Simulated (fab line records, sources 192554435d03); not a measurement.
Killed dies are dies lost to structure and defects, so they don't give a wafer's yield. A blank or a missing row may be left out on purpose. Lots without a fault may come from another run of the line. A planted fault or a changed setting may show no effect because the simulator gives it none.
Which tool did it? | flow n5_finfet | 11 lots, 33 wafers sampled, at 5 steps of a route of 1938

WHAT THE GAUGES READ, wafer by wafer
The record holds no reading of a measuring or inspecting step that can be judged against a usual standard deviation.

WHICH TOOL RAN EACH LOT (tool, then ch and the chambers of the sampled wafers, then the start)
lot  | N5_BEOL_M10_ETCH_41                           | N5_BEOL_M10_PRE_CLEAN_45     | N5_BEOL_M11_COAT_05               | N5_BEOL_M11_DESCUM_16              | N5_PASSIVATION_PROBE_49
L794 | rie_diel-06 ch 0,2,3, day 10 10:27 or earlier | pvd_sputter-03, day 10 10:27 | litho_track-05 ch 0, day 10 14:44 | rie_diel-04 ch 1,2, day 10 15:11   | prober-01, day 12 11:04
L798 | rie_diel-01 ch 1,2,3, day 11 16:51 or earlier | pvd_sputter-01, day 11 16:51 | litho_track-05 ch 0, day 11 20:01 | rie_diel-04 ch 1,2,3, day 11 20:28 | -
L797 | rie_diel-06 ch 0,1,2, day 12 04:45 or earlier | pvd_sputter-01, day 12 04:45 | litho_track-04 ch 0, day 12 08:34 | rie_diel-02 ch 0,3, day 12 09:07   | -
L807 | rie_diel-03 ch 0,1,2, day 13 20:40 or earlier | pvd_sputter-03, day 13 20:40 | litho_track-03 ch 0, day 14 02:23 | rie_diel-05 ch 1,2, day 14 02:45   | -
L806 | rie_diel-03 ch 1,2,3, day 14 12:47 or earlier | pvd_sputter-03, day 14 12:47 | litho_track-03 ch 0, day 14 16:15 | rie_diel-02 ch 0,1,3, day 14 16:44 | -
L811 | rie_diel-01 ch 0,1, day 15 13:58 or earlier   | pvd_sputter-03, day 15 13:58 | litho_track-04 ch 0, day 15 18:53 | rie_diel-04 ch 1,3, day 15 19:23   | -
L812 | rie_diel-06 ch 0,1, day 15 15:13 or earlier   | pvd_sputter-01, day 15 15:13 | litho_track-05 ch 0, day 15 19:38 | rie_diel-04 ch 0,2, day 15 20:22   | prober-02, day 17 18:18
L813 | rie_diel-01 ch 1,3, day 15 19:28 or earlier   | pvd_sputter-03, day 15 19:28 | litho_track-04 ch 0, day 15 22:50 | rie_diel-05 ch 0,2, day 15 23:22   | -
L816 | rie_diel-03 ch 0,2,3, day 15 22:50 or earlier | pvd_sputter-01, day 15 22:50 | litho_track-04 ch 0, day 16 02:46 | rie_diel-02 ch 0,2, day 16 03:13   | -
L814 | rie_diel-01 ch 0,3, day 16 03:38 or earlier   | pvd_sputter-03, day 16 03:38 | litho_track-05 ch 0, day 16 08:52 | rie_diel-04 ch 1,2,3, day 16 09:20 | -
L817 | rie_diel-03 ch 0,3, day 17 00:06 or earlier   | pvd_sputter-03, day 17 00:06 | litho_track-04 ch 0, day 17 05:49 | rie_diel-05 ch 0,1, day 17 06:09   | -
- N5_BEOL_M10_ETCH_41: etches SiCN in CH3F/O2, target depth 42.6 nm, time 86 s.
- N5_BEOL_M10_PRE_CLEAN_45: time 30 s.
- N5_BEOL_M11_COAT_05: resist thk 90 nm.
- N5_BEOL_M11_DESCUM_16: chemistry O2, time 7.9 s.
- N5_PASSIVATION_PROBE_49

WHAT THE TOOLS THEMSELVES READ (means of the sampled wafers that have a number; where no wafer has one, the mark that the record gives instead)
N5_BEOL_M10_ETCH_41.
lot  | tool        | drypump_motor_current_A (A) | oes_product_au (a.u.) | rf_vpp_V (V) | showerhead_plenum_p_Torr (Torr) | throttle_valve_pct (%)
L794 | rie_diel-06 | 6.0                         | 0.77                  | 297.4        | 2.00                            | 16.47
L798 | rie_diel-01 | 5.8                         | 0.79                  | 297.5        | 2.01                            | 16.15
L797 | rie_diel-06 | 6.1                         | 0.75                  | 296.7        | 1.97                            | 16.64
L807 | rie_diel-03 | 5.8                         | 0.85                  | 298.4        | 2.08                            | 16.30
L806 | rie_diel-03 | 5.5                         | 0.84                  | 299.0        | 2.11                            | 16.27
L811 | rie_diel-01 | 5.5                         | 0.77                  | 296.6        | 1.98                            | 16.27
L812 | rie_diel-06 | 5.8                         | 0.73                  | 296.8        | 1.97                            | 16.55
L813 | rie_diel-01 | 5.9                         | 0.80                  | 296.6        | 1.96                            | 15.98
L816 | rie_diel-03 | 5.6                         | 0.86                  | 298.5        | 2.08                            | 16.35
L814 | rie_diel-01 | 5.7                         | 0.80                  | 296.1        | 1.94                            | 16.44
L817 | rie_diel-03 | 5.4                         | 0.90                  | 299.7        | 2.10                            | 16.23

N5_BEOL_M10_PRE_CLEAN_45.
lot  | tool           | heater_power_w (W)
L794 | pvd_sputter-03 | 328
L798 | pvd_sputter-01 | 281
L797 | pvd_sputter-01 | 294
L807 | pvd_sputter-03 | 310
L806 | pvd_sputter-03 | 317
L811 | pvd_sputter-03 | 317
L812 | pvd_sputter-01 | 300
L813 | pvd_sputter-03 | 329
L816 | pvd_sputter-01 | 266
L814 | pvd_sputter-03 | 318
L817 | pvd_sputter-03 | 319

N5_BEOL_M11_COAT_05.
lot  | tool           | spin_speed_rpm (rpm)
L794 | litho_track-05 | 1500.5
L798 | litho_track-05 | 1500.1
L797 | litho_track-04 | 1499.1
L807 | litho_track-03 | 1470.4
L806 | litho_track-03 | 1471.6
L811 | litho_track-04 | 1499.3
L812 | litho_track-05 | 1499.9
L813 | litho_track-04 | 1499.8
L816 | litho_track-04 | 1499.2
L814 | litho_track-05 | 1500.2
L817 | litho_track-04 | 1498.3

N5_BEOL_M11_DESCUM_16.
lot  | tool        | drypump_motor_current_A (A) | oes_product_au (a.u.) | rf_vpp_V (V) | showerhead_plenum_p_Torr (Torr) | throttle_valve_pct (%)
L794 | rie_diel-04 | 6.2                         | 0.75                  | 242.8        | 2.06                            | 20.60
L798 | rie_diel-04 | 5.9                         | 0.81                  | 243.2        | 2.13                            | 20.55
L797 | rie_diel-02 | 5.2                         | 0.71                  | 243.1        | 2.07                            | 20.76
L807 | rie_diel-05 | 6.3                         | 0.74                  | 242.1        | 2.05                            | 20.49
L806 | rie_diel-02 | 5.6                         | 0.85                  | 243.4        | 2.11                            | 20.43
L811 | rie_diel-04 | 6.0                         | 0.84                  | 244.6        | 2.14                            | 20.56
L812 | rie_diel-04 | 5.7                         | 0.71                  | 244.3        | 2.13                            | 20.61
L813 | rie_diel-05 | 5.5                         | 0.89                  | 242.9        | 2.04                            | 20.13
L816 | rie_diel-02 | 5.9                         | 0.87                  | 242.5        | 2.06                            | 20.46
L814 | rie_diel-04 | 5.9                         | 0.77                  | 244.4        | 2.12                            | 20.58
L817 | rie_diel-05 | 6.3                         | 0.94                  | 242.4        | 2.05                            | 20.28

N5_PASSIVATION_PROBE_49.
lot  | tool      | defect_limited_yield (%) | killed_at_M0_to_M3 | killed_at_M4_up | killed_at_contacts | killed_at_front_end | killed_at_other | killed_dies | killed_open | killed_short | sort_bin_5_function (%) | sort_bin_6_memory (%) | sort_n_pass | sort_yield_pct (%)
L794 | prober-01 | 90.8                     | 27                 | 21              | 17                 | 41                  | 2               | 109         | 68          | 36           | 5.7                     | 3.3                   | 1071        | 90.8
L812 | prober-02 | 92.7                     | 21                 | 15              | 18                 | 31                  | 1               | 86          | 56          | 29           | 4.3                     | 2.7                   | 1094        | 92.7

THE ANSWER, worked out from the rows above alone
Rule: what is usual is taken from the lots themselves. Put in order of their means at a reading, lots are off if they are a third of the lots or fewer, leave a main group of 4 or more, and stand apart from it by a gap of 3 or more times the standard deviation of the main group's means; of several such gaps the widest counts. A main group whose means are all the same, to the digits that the tables above print for the reading, isn't used. A lot without any number at a reading at which 4 lots or more have one is off too. The other lots that the step has rows for count as sound. The gauges are gone through in route order, then the tools' own readings, and for those a lot's mean is taken as printed above. The first step at which some lot is off is used, and at that step the reading that is off furthest; a lot without a number counts as furthest.
Off: L807, L806, at N5_BEOL_M11_COAT_05 (spin_speed_rpm). The main group: mean 1499.6 rpm, standard deviation 0.64.
A tool fits if, at that step or a process step before it, it ran every lot that is off, and no sound lot after the first of them. N5_BEOL_M10_ETCH_41 gives no start for some lots, so the hours and the order of its lots are those of N5_BEOL_M10_PRE_CLEAN_45. One fits: litho_track-03 at N5_BEOL_M11_COAT_05. It ran no sound lot before its first lot that is off in this sample, so the start can't be narrowed down.
The tool's own readings at N5_BEOL_M11_COAT_05 bear it out: on the lots that are off they differ by more than 5 times the standard deviation of the sound lots' means. spin_speed_rpm reads 1471.0 rpm there against 1499.6 rpm on the sound lots.

WHAT THE SIMULATOR HAD PUT IN
Process parameter drift: litho_track-03, from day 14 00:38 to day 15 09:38, at N5_BEOL_M11_COAT_05. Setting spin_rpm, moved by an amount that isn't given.
Lots struck among those shown: L807, L806. The rule above found the same.
